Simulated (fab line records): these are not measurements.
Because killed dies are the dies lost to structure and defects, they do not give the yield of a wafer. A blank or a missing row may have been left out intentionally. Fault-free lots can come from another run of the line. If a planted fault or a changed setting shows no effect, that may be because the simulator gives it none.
fab line records	flow n5_finfet
record: lots: 6	wafers: 17	last_day: 18
route steps=1938 shown BEOL_M14@1755 PASSIVATION@1936
lots untouched by any fault: they come from a run of this same line in which no faults occurred
start_h: hours from the record's first day to the start of the lot's first wafer shown	wait_h: hours elapsed since this lot's preceding step	" identical to the entry in the row above	L1.1+2: one row covering several wafers at once	- value missing, or start not given	* or withheld: withheld	< > ~ a bound
route shown NAME@n: NAME is a module with steps in the file, n the number in the route of the first one	usual: mean and standard deviation over wafers with no fault	same: alike in all rows	chamber/n: place in a boat	sites: per-site readings	_std_site: the values' standard deviation	_edge_site: inner sites' mean taken away from outer sites' mean	radius_mm: how far each site lies from the wafer's centre	mask NAME#n: copy n	behind: the most recent tool/chamber to have shaped the wafer	hold: why the lot was held/for how many hours/how that ended	device: the transistor (n, p or np) that didn't switch	end of line: the same wafers' tests at the end of the route	a step with no rows: only its recipe	killed: dies that structure and defects cost at the first sort, which is not the same as the wafer's yield	map: a wafer's dies, x killed, . not, _ none there
set.NAME: the setting the step ran with; set.NAME@STEP: the setting that earlier step ran with	model.NAME: the simulator's own value behind a step, which no gauge read
lots at some steps of the route; a table a step, a row a wafer
services: a tool's chamber out of use, with start hour (start_h, from the record's first day; less than 0 if before it), hours out, and reason
== steps ==
step: N5_BEOL_M14_OCD_MEAS_35
usual: trench_depth_nm: 555/13
lot.wafer	tool	chamber	start_h	wait_h	trench_depth_nm
L188.3	ocd-01	-	271.77	0.0	558
L188.4	"	-	"	"	565
L188.6	"	-	"	"	578
L192.2	ocd-02	-	308.85	0.0	553
L192.4	"	-	"	"	548
L192.5	"	-	"	"	551
L202.1	ocd-01	-	349.47	0.0	554
L202.5	"	-	"	"	550
L202.6	"	-	"	"	548
L203.1	ocd-01	-	370.40	0.0	549
L203.5	"	-	"	"	559
L207.1	ocd-01	-	383.97	0.0	560
L207.4	"	-	"	"	551
L207.6	"	-	"	"	559
L208.2	ocd-02	-	406.35	0.0	572
L208.4	"	-	"	"	571
L208.6	"	-	"	"	550
step: N5_BEOL_M14_STRIP_37
recipe: chemistry: O2	power_w: 600	temp_c: 60	pressure_mtorr: 30	rf_frequency_hz: 6e+07	bias_power_w: 0	overash_fraction: 0.3	o2_flow_sccm: 225
usual: drypump_motor_current_A: 5.6/0.46	oes_product_au: 0.80/0.084	rf_vpp_V: 3.7/0.95	showerhead_plenum_p_Torr: 2.11/0.077	throttle_valve_pct: 16.54/0.2
same: bias_power_w: 0
lot.wafer	tool	chamber	start_h	wait_h	drypump_motor_current_A	oes_product_au	rf_hours_counter_h	rf_vpp_V	showerhead_plenum_p_Torr	throttle_valve_pct
L188.3	rie_diel-02	3	271.82	0.0	5.7	0.93	13	3.9	2.15	16.13
L188.4	"	3	"	"	5.7	0.93	-	3.9	2.15	16.14
L188.6	"	0	"	"	5.3	0.71	-	2.9	2.06	16.58
L192.2	rie_diel-02	0	315.37	6.5	5.3	0.69	242	2.6	2.06	16.64
L192.4	"	0	"	"	5.3	0.68	-	4.4	2.06	16.61
L192.5	"	3	"	"	5.7	0.88	-	5.3	2.14	16.17
L202.1	rie_diel-04	1	351.40	1.9	6.4	0.94	8	3.4	2.12	16.37
L202.5	"	2	"	"	5.7	0.75	-	2.7	2.01	16.60
L202.6	"	0	"	"	5.7	0.83	-	2.7	2.20	16.43
L203.1	rie_diel-01	3	375.44	5.0	4.9	0.79	120	3.5	2.20	16.52
L203.5	"	3	"	"	4.9	0.79	-	4.0	2.20	16.53
L207.1	rie_diel-01	2	384.78	0.8	6.4	0.79	115	1.3	2.21	16.65
L207.4	"	1	"	"	5.3	0.83	-	4.4	2.05	16.59
L207.6	"	2	"	"	6.3	0.79	-	3.2	2.21	16.63
L208.2	rie_diel-02	2	407.22	0.9	5.9	0.87	52	3.4	2.21	16.63
L208.4	"	0	"	"	5.3	0.92	14	3.2	2.05	16.16
L208.6	"	3	"	"	5.7	0.84	-	2.7	2.13	16.23
step: N5_BEOL_M14_ETCH_38
recipe: chemistry: CF4/N2	target: SiCN	target_depth_a: 1065	taper_deg: 2	time_s: 120.6	ion_energy_ev: 150	mask_material: SiO2	pressure_mtorr: 40	source_w: 430	bias_w: 70	Ar_flow_sccm: 100	cf4_flow_sccm: 60	n2_flow_sccm: 60
usual: drypump_motor_current_A: 5.6/0.47	oes_product_au: 0.80/0.087	rf_vpp_V: 382.9/2	showerhead_plenum_p_Torr: 2.23/0.075	throttle_valve_pct: 15.34/0.18
lot.wafer	tool	chamber	start_h	wait_h	drypump_motor_current_A	oes_product_au	rf_hours_counter_h	rf_vpp_V	showerhead_plenum_p_Torr	throttle_valve_pct
L188.3	rie_diel-02	3	-	-	5.6	0.95	13	381.9	2.27	14.97
L188.4	"	3	"	"	5.6	0.95	-	384.8	2.27	14.98
L188.6	"	0	"	"	5.3	0.71	-	382.9	2.19	15.46
L192.2	rie_diel-02	0	-	-	5.3	0.69	242	380.9	2.18	15.50
L192.4	"	0	"	"	5.3	0.69	-	382.8	2.18	15.48
L192.5	"	3	"	"	5.6	0.90	-	383.2	2.27	15.02
L202.1	rie_diel-04	1	-	-	6.4	0.94	8	382.5	2.24	15.20
L202.5	"	2	"	"	5.8	0.76	-	380.3	2.14	15.43
L202.6	"	0	"	"	5.7	0.83	-	385.9	2.31	15.26
L203.1	rie_diel-01	3	-	-	4.9	0.77	120	386.8	2.30	15.26
L203.5	"	3	"	"	4.9	0.78	-	384.8	2.30	15.26
L207.1	rie_diel-01	2	-	-	6.4	0.79	115	383.3	2.32	15.42
L207.4	"	1	"	"	5.3	0.84	-	382.0	2.15	15.31
L207.6	"	2	"	"	6.4	0.79	-	383.8	2.32	15.39
L208.2	rie_diel-02	2	-	-	5.9	0.87	52	385.9	2.33	15.44
L208.4	"	0	"	"	5.3	0.95	14	381.3	2.18	15.03
L208.6	"	3	"	"	5.7	0.85	-	384.3	2.26	15.08
step: N5_BEOL_M14_PRECLEAN_39
recipe: chemistry: residue_remover	time_s: 60	temp_c: 40
step: N5_BEOL_M14_SRD_40
recipe: time_s: 30	temp_c: 23	rinse_liquid: diw	dry: n2_spin	spin_rpm: 1500	dry_time_s: 30
step: N5_BEOL_M14_DEGAS_41
recipe: ambient: vacuum	temp_c: 300	time_s: 60
usual: heater_power_w: 483/50
lot.wafer	tool	chamber	start_h	wait_h	heater_power_w
L188.3	pvd_sputter-02	-	272.73	0.7	455
L188.4	"	-	"	"	549
L188.6	"	-	"	"	444
L192.2	pvd_sputter-03	-	316.02	0.4	436
L192.4	"	-	"	"	522
L192.5	"	-	"	"	452
L202.1	pvd_sputter-01	-	352.03	0.4	544
L202.5	"	-	"	"	480
L202.6	"	-	"	"	530
L203.1	pvd_sputter-03	-	375.85	0.2	453
L203.5	"	-	"	"	439
L207.1	pvd_sputter-02	-	385.42	0.4	377
L207.4	"	-	"	"	440
L207.6	"	-	"	"	446
L208.2	pvd_sputter-01	-	407.71	0.3	484
L208.4	"	-	"	"	541
L208.6	"	-	"	"	475
step: N5_BEOL_M14_PRE_CLEAN_42
recipe: gas: H2/He	time_s: 30	temp_c: 300
step: N5_BEOL_M14_SPUTTER_43
recipe: material: TaN	target_thk_a: 150	temp_c: 50	bias_v: 168.6	power_w: 15000	chamber_pressure_pa: 0.12	time_s: 24.19
step: N5_BEOL_M14_SPUTTER_44
recipe: material: Ta	target_thk_a: 150	temp_c: 50	bias_v: 80	power_w: 15000	chamber_pressure_pa: 0.07	time_s: 24.19
step: N5_BEOL_M14_SPUTTER_45
recipe: material: Cu	target_thk_a: 1000	temp_c: -20	bias_v: 60	power_w: 26000	chamber_pressure_pa: 0.13	time_s: 16.67
usual: substrate_temp_c: -19.98/0.084	throttle_valve_pct: 30.3/1.1
lot.wafer	tool	chamber	start_h	wait_h	substrate_temp_c	throttle_valve_pct
L188.3	pvd_sputter-02	-	272.97	0.0	-20.04	29.9
L188.4	"	-	"	"	-20.07	28.2
L188.6	"	-	"	"	-19.95	29.3
L192.2	pvd_sputter-03	-	316.26	0.0	-19.94	31.4
L192.4	"	-	"	"	-19.85	30.4
L192.5	"	-	"	"	-20.05	31.0
L202.1	pvd_sputter-01	-	352.27	0.0	-19.94	31.6
L202.5	"	-	"	"	-20.04	31.6
L202.6	"	-	"	"	-19.95	29.7
L203.1	pvd_sputter-03	-	376.09	0.0	-20.13	29.3
L203.5	"	-	"	"	-20.06	29.5
L207.1	pvd_sputter-02	-	385.66	0.0	-19.91	29.9
L207.4	"	-	"	"	-19.98	29.6
L207.6	"	-	"	"	-20.21	29.1
L208.2	pvd_sputter-01	-	407.95	0.0	-20.14	31.6
L208.4	"	-	"	"	-20.04	31.5
L208.6	"	-	"	"	-19.97	31.3
step: N5_BEOL_M14_ECD_47
recipe: material: Cu	target_thk_a: 12480
step: N5_BEOL_M14_ANNEAL_48
recipe: temp_c: 225	time_s: 90	ambient: N2
usual: wafer_temp_C_max: 226.0/0.38
lot.wafer	tool	chamber	start_h	wait_h	wafer_temp_C_max
L188.3	rtp_anneal-02	0	273.36	0.2	226.3
L188.4	"	0	"	"	226.2
L188.6	"	0	"	"	226.3
L192.2	rtp_anneal-01	0	316.61	0.2	226.1
L192.4	"	0	"	"	226.0
L192.5	"	0	"	"	225.6
L202.1	rtp_anneal-02	0	352.68	0.2	226.3
L202.5	"	0	"	"	226.8
L202.6	"	0	"	"	226.5
L203.1	rtp_anneal-02	0	376.39	0.1	226.7
L203.5	"	0	"	"	226.4
L207.1	rtp_anneal-01	0	385.97	0.1	225.7
L207.4	"	0	"	"	225.8
L207.6	"	0	"	"	225.8
L208.2	rtp_anneal-02	0	408.30	0.2	226.2
L208.4	"	0	"	"	226.0
L208.6	"	0	"	"	226.0
step: N5_BEOL_M14_CMP_49
recipe: stop_on: SiO2	t_overpolish_s: 5.2	down_force_psi: 2	platen_rpm: 80	clearing_platen_down_force_psi: 2	clearing_platen_rpm: 80	post_cmp_clean: cu_alkaline	target_thk_nm: 560	clearing_platen_pad_velocity_m_s: 1.5917	pad_velocity_m_s: 1.5917
usual: barrier_field_endpoint_s: 11.41/0.29	motor_current_A: 8.5/0.77	overpolish_run_s: 5.201/0.0089	time_to_endpoint_s: 121/4.5
lot.wafer	tool	chamber	start_h	wait_h	barrier_field_endpoint_s	motor_current_A	overpolish_run_s	time_to_endpoint_s
L188.4	cmp-01	0	273.62	0.2	11.54	10.4	5.221	120
L188.3	"	2	"	"	11.54	8.4	5.202	119
L188.6	"	3	"	"	11.65	8.2	5.213	123
L192.4	cmp-01	0	316.86	0.1	11.54	10.3	5.199	122
L192.2	"	1	"	"	12.06	8.2	5.198	135
L192.5	"	1	"	"	12.01	8.4	5.201	130
L202.1	cmp-01	1	353.09	0.4	6.56	8.1	5.204	73
L202.6	"	2	"	"	11.28	8.0	5.202	120
L202.5	"	3	"	"	11.19	8.3	5.209	118
L203.1	cmp-01	1	376.82	0.4	6.60	8.3	5.203	73
L203.5	"	2	"	"	11.41	8.2	5.205	118
L207.4	cmp-04	3	386.30	0.2	11.80	8.0	5.195	128
L207.1	"	1	"	"	11.12	8.0	5.219	116
L207.6	"	2	"	"	11.92	8.4	5.201	129
L208.4	cmp-02	0	408.56	0.1	11.81	7.7	5.185	125
L208.2	"	3	"	"	11.75	7.7	5.205	122
L208.6	"	1	"	"	11.75	7.4	5.197	126
step: N5_PASSIVATION_PROBE_49
usual: defect_limited_yield: 91.1/1.4	killed_at_M0_to_M3: 32/9.3	killed_at_M4_up: 13/5.8	killed_at_contacts: 12/6.3	killed_at_front_end: 44/12	killed_at_other: 3.6/2.7	killed_dies: 104/17	killed_open: 69/13	killed_short: 34/6.9	sort_bin_4_leakage: 0.00/0.031	sort_bin_5_function: 5.2/0.98	sort_bin_6_memory: 3.3/0.59	sort_n_pass: 1075/17	sort_yield_pct: 91.1/1.4
same: gross_dies: 1180	killed_at_back_side: 0	sort_bin_8_speed[%]: 0
lot.wafer	tool	chamber	start_h	wait_h	defect_limited_yield[%]	killed_at_M0_to_M3	killed_at_M4_up	killed_at_contacts	killed_at_front_end	killed_at_other	killed_dies	killed_open	killed_short	sort_bin_4_leakage[%]	sort_bin_5_function[%]	sort_bin_6_memory[%]	sort_n_pass	sort_yield_pct[%]
L188.3	prober-02	-	302.04	0.1	91.8	25	20	12	32	8	97	67	27	0	5.5	2.4	1083	91.8
L188.4	prober-02	-	302.09	0.2	92.2	16	18	13	40	5	92	61	31	0	4.3	3.2	1088	92.2
L188.6	prober-02	-	302.19	0.3	90.1	18	22	30	43	4	117	82	34	0	6.2	3.4	1063	90.1
L192.2	prober-01	-	336.58	0.1	88.6	28	14	14	76	3	135	91	43	0	7.5	3.6	1045	88.6
L192.4	prober-01	-	336.68	0.2	90.0	31	12	10	62	3	118	75	40	0	5.8	3.6	1062	90.0
L192.5	prober-01	-	336.73	0.2	90.8	38	11	13	44	2	108	71	33	0	5.2	3.5	1072	90.8
L202.1	prober-02	-	376.18	0.0	91.4	33	8	4	54	3	102	68	33	0	5.0	3.5	1078	91.4
L202.5	prober-02	-	376.38	0.2	89.8	51	8	12	47	2	120	88	30	0	6.1	3.6	1060	89.8
L202.6	prober-02	-	376.43	0.3	89.9	45	7	8	56	3	119	73	46	0	5.5	4.2	1061	89.9
L203.1	prober-01	-	398.17	0.0	91.2	24	14	18	43	5	104	62	35	0.25	5.5	2.8	1073	90.9
L203.5	prober-01	-	398.37	0.2	90.1	39	6	26	44	2	117	77	39	0	5.5	4.2	1063	90.1
L207.1	prober-02	-	408.54	0.0	92.1	31	5	10	45	2	93	62	29	0	4.9	2.6	1087	92.1
L207.4	prober-02	-	408.69	0.2	91.4	46	12	8	33	3	102	74	26	0	5.2	3.3	1078	91.4
L207.6	prober-02	-	408.79	0.3	90.8	41	8	8	47	4	108	61	37	0	5.4	3.1	1072	90.8
L208.2	prober-02	-	429.67	0.1	89.5	48	19	10	39	8	124	74	48	0	6.9	3.2	1056	89.5
L208.4	prober-02	-	429.77	0.2	90.5	22	13	17	53	7	112	73	36	0	5.8	3.3	1068	90.5
L208.6	prober-02	-	429.87	0.3	91.4	26	11	9	53	3	102	63	30	0	3.9	3.8	1078	91.4
killed by level:class
L188.3 MOL_CONTACT_COAG:geometric_particle:open=10 FIN_SAQP:geometric_particle:open=8 BEOL_M0_SAQP:geometric_particle:open=7 DUMMY_GATE:geometric_particle:open=6 BEOL_M4:geometric_particle:open=6 STI_FIN_REVEAL:geometric_particle:open=5 BEOL_M3:geometric_particle:open=5 GATE_CUT:geometric_particle:short=4
L188.4 FIN_SAQP:geometric_particle:open=16 MOL_CONTACT_COAG:geometric_particle:open=11 FIN_SAQP:geometric_particle:short=10 BEOL_M4:geometric_particle:open=8 DUMMY_GATE:geometric_particle:open=4 BEOL_M1:geometric_particle:open=4 BEOL_M5:geometric_particle:open=3 GATE_CUT:geometric_particle:short=2
L188.6 MOL_CONTACT_COAG:geometric_particle:open=25 FIN_SAQP:geometric_particle:open=12 DUMMY_GATE:geometric_particle:open=7 BEOL_M4:geometric_particle:open=7 MOL_CONTACT_COAG:geometric_particle:short=5 STI_FIN_REVEAL:geometric_particle:open=5 BEOL_M0_SAQP:geometric_particle:short=5 BEOL_M4:geometric_particle:short=5
L192.2 STI_FIN_REVEAL:geometric_particle:open=26 MOL_CONTACT_COAG:geometric_particle:open=9 BEOL_M2:geometric_particle:open=9 FIN_SAQP:geometric_particle:open=8 STI_FIN_REVEAL:geometric_particle:short=8 FIN_SAQP:geometric_particle:short=7 DUMMY_GATE:geometric_particle:open=5 MOL_CONTACT_COAG:geometric_particle:short=5
L192.4 STI_FIN_REVEAL:geometric_particle:open=20 FIN_SAQP:geometric_particle:open=11 FIN_SAQP:geometric_particle:short=8 STI_FIN_REVEAL:geometric_particle:short=8 MOL_CONTACT_COAG:geometric_particle:open=8 BEOL_M0_SAQP:geometric_particle:short=8 BEOL_M4:geometric_particle:open=6 BEOL_M1:geometric_particle:open=5
L192.5 STI_FIN_REVEAL:geometric_particle:open=15 BEOL_M2:geometric_particle:open=13 MOL_CONTACT_COAG:geometric_particle:open=9 BEOL_M0_SAQP:geometric_particle:short=9 FIN_SAQP:geometric_particle:open=5 STI_FIN_REVEAL:geometric_particle:short=4 SPACER0:geometric_particle:short=4 MOL_CONTACT_COAG:geometric_particle:short=4
L202.1 STI_FIN_REVEAL:geometric_particle:open=21 BEOL_M3:geometric_particle:open=8 FIN_SAQP:geometric_particle:short=7 BEOL_M2:geometric_particle:open=6 FIN_SAQP:geometric_particle:open=5 GATE_CUT:geometric_particle:short=5 BEOL_M0_SAQP:geometric_particle:open=5 STI_FIN_REVEAL:geometric_particle:short=4
L202.5 MOL_CONTACT_COAG:geometric_particle:open=12 BEOL_M2:geometric_particle:open=12 BEOL_M3:geometric_particle:open=12 FIN_SAQP:geometric_particle:open=10 BEOL_M0_SAQP:geometric_particle:open=8 FIN_SAQP:geometric_particle:short=7 BEOL_M0_SAQP:geometric_particle:short=7 STI_FIN_REVEAL:geometric_particle:open=6
L202.6 BEOL_M0_SAQP:geometric_particle:short=14 STI_FIN_REVEAL:geometric_particle:open=13 BEOL_M2:geometric_particle:open=12 FIN_SAQP:geometric_particle:short=9 DUMMY_GATE:geometric_particle:open=8 MOL_CONTACT_COAG:geometric_particle:open=8 DUMMY_GATE:geometric_particle:short=6 FIN_SAQP:geometric_particle:open=5
L203.1 FIN_SAQP:geometric_particle:open=11 MOL_CONTACT_COAG:geometric_particle:open=11 GATE_CUT:geometric_particle:short=7 MOL_CONTACT_COAG:geometric_particle:short=7 FIN_SAQP:geometric_particle:short=6 BEOL_M3:geometric_particle:open=6 BEOL_M2:geometric_particle:open=6 HKMG_FIN:area_etch=5
L203.5 MOL_CONTACT_COAG:geometric_particle:open=21 BEOL_M1:geometric_particle:open=10 GATE_CUT:geometric_particle:short=8 FIN_SAQP:geometric_particle:open=7 BEOL_M3:geometric_particle:open=7 BEOL_M0_SAQP:geometric_particle:short=7 SPACER0:geometric_particle:open=6 MOL_CONTACT_COAG:geometric_particle:short=5
L207.1 STI_FIN_REVEAL:geometric_particle:open=13 FIN_SAQP:geometric_particle:open=12 BEOL_M0_SAQP:geometric_particle:short=9 FIN_SAQP:geometric_particle:short=8 BEOL_M0_SAQP:geometric_particle:open=8 BEOL_M2:geometric_particle:open=8 MOL_CONTACT_COAG:geometric_particle:open=7 MOL_CONTACT_COAG:geometric_particle:short=3
L207.4 BEOL_M2:geometric_particle:open=14 BEOL_M0_SAQP:geometric_particle:open=12 FIN_SAQP:geometric_particle:short=9 BEOL_M4:geometric_particle:open=9 FIN_SAQP:geometric_particle:open=8 MOL_CONTACT_COAG:geometric_particle:open=8 BEOL_M0_SAQP:geometric_particle:short=8 STI_FIN_REVEAL:geometric_particle:open=4
L207.6 FIN_SAQP:geometric_particle:open=11 BEOL_M0_SAQP:geometric_particle:short=10 BEOL_M0_SAQP:geometric_particle:open=8 STI_FIN_REVEAL:geometric_particle:open=7 BEOL_M2:geometric_particle:open=7 BEOL_M1:geometric_particle:open=6 FIN_SAQP:geometric_particle:short=5 HKMG_FIN:area_etch=5
L208.2 BEOL_M0_SAQP:geometric_particle:open=11 BEOL_M0_SAQP:geometric_particle:short=10 MOL_CONTACT_COAG:geometric_particle:open=9 BEOL_M2:geometric_particle:short=8 FIN_SAQP:geometric_particle:short=6 DUMMY_GATE:geometric_particle:open=6 STI_FIN_REVEAL:geometric_particle:open=6 BEOL_M1:geometric_particle:open=6
L208.4 MOL_CONTACT_COAG:geometric_particle:open=15 FIN_SAQP:geometric_particle:short=11 FIN_SAQP:geometric_particle:open=8 GATE_CUT:geometric_particle:short=6 BEOL_M0_SAQP:geometric_particle:open=6 STI_FIN_REVEAL:geometric_particle:open=5 DUMMY_GATE:geometric_particle:open=5 BEOL_M0_SAQP:geometric_particle:short=5
L208.6 FIN_SAQP:geometric_particle:open=16 FIN_SAQP:geometric_particle:short=10 STI_FIN_REVEAL:geometric_particle:open=7 BEOL_M0_SAQP:geometric_particle:open=7 HKMG_FIN:area_etch=7 MOL_CONTACT_COAG:geometric_particle:open=6 BEOL_M2:geometric_particle:open=6 BEOL_M3:geometric_particle:open=4
== services ==
tool	chamber	start_h	hours	kind
cmp-01	-	258.05	0.7	repair
cmp-01	-	274.28	3.0	repair
cmp-02	-	287.83	1.1	repair
cmp-04	-	290.14	1.1	repair
cmp-02	-	297.46	1.7	repair
rie_diel-02	1	300.39	15.4	repair
pvd_sputter-02	-	301.83	7.9	repair
cmp-02	-	304.38	24.4	pm
rie_diel-02	3	305.25	2.1	repair
rie_diel-04	1	308.27	2.9	repair
rie_diel-04	0	311.57	9.9	repair
cmp-02	-	342.36	1.7	repair
rie_diel-04	3	346.23	10.6	repair
cmp-04	-	350.39	1.1	repair
rie_diel-04	-	352.25	0.6	repair
cmp-04	-	371.38	4.0	pm
rie_diel-01	0	371.46	2.1	repair
rie_diel-01	0	383.71	77.6	repair
cmp-04	-	388.05	2.7	repair
rie_diel-02	0	389.92	9.1	repair
pvd_sputter-02	-	394.40	1.9	repair
cmp-02	-	397.05	1.5	repair
pvd_sputter-01	-	397.65	1.0	repair
cmp-04	-	405.30	6.7	pm
== key ==
first_sign: step: N5_BEOL_M14_CMP_49	reading: barrier_field_endpoint_s	direction: down	sigmas: 17	usual: 11.41	struck: 6.58
effect: step: N5_BEOL_M14_CMP_49	reading: time_to_endpoint_s	direction: down	sigmas: 11	usual: *	struck: *
met_at N5_BEOL_M14_CMP_49
struck_wafers L202.1,L203.1
onset_between 316.86 353.09
fault: kind: process_parameter_drift	tool: cmp-01	chamber: -	onset_h: 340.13	steps: N5_BEOL_M14_CMP_49	channel: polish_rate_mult	offset: 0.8	shape: step	end_h: 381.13	scope: struck_wafers_only
